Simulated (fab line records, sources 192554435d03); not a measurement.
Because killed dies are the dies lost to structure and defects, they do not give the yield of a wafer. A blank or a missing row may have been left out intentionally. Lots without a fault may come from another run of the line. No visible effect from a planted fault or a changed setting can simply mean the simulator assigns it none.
Matching of chambers / flow n5-finfet / N5_BEOL_M7_DEP_56 on pecvd-03: 3 sister chambers
The step deposits SiCN from 3MS/NH3, target thk 10 nm, time 17.5 s. 3 wafers are shown with their chamber, then 7 later ones without.

== EACH WAFER AND ITS CHAMBER ==
wafer=L084.4; chamber=2; throttle-valve-pct (%)=7.8
wafer=L088.1; chamber=1; throttle-valve-pct (%)=9.6
wafer=L088.2; chamber=0; throttle-valve-pct (%)=9.1

== WAFERS WHOSE CHAMBER IS MISSING ==
wafer=L088.6; throttle-valve-pct (%)=8.6
wafer=L092.1; throttle-valve-pct (%)=8.9
wafer=L092.2; throttle-valve-pct (%)=10.1
wafer=L092.3; throttle-valve-pct (%)=8.4
wafer=L093.3; throttle-valve-pct (%)=8.9
wafer=L093.4; throttle-valve-pct (%)=8.2
wafer=L093.6; throttle-valve-pct (%)=8.8

== WHICH CHAMBER EACH WENT THROUGH ==
wafer=L088.6; from the rows above=can't be placed: 0 or 2 or 1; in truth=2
wafer=L092.1; from the rows above=can't be placed: 0 or 1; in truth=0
wafer=L092.2; from the rows above=can't be placed: 1 or 0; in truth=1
wafer=L092.3; from the rows above=can't be placed: 2 or 0 or 1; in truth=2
wafer=L093.3; from the rows above=can't be placed: 0 or 1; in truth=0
wafer=L093.4; from the rows above=can't be placed: 2 or 0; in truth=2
wafer=L093.6; from the rows above=can't be placed: 0 or 1 or 2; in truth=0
Correct placement for 0 of the 7. These rows do not allow placing 7 (true chamber among the candidates in 7). Number placed wrongly: 0.
How it was worked out, from the rows above alone: a wafer's distance from a chamber is the root of the sum, over the readings, of the square of ((its reading less the chamber's mean) divided by the reading's scatter). The wafer belongs to the nearest chamber; if the next one is less than 2 further off, it can't be placed. A chamber's mean is the mean of its shown wafers. The scatter: root of mean squared gap, hidden wafer to nearest shown wafer, with one shown wafer a chamber.
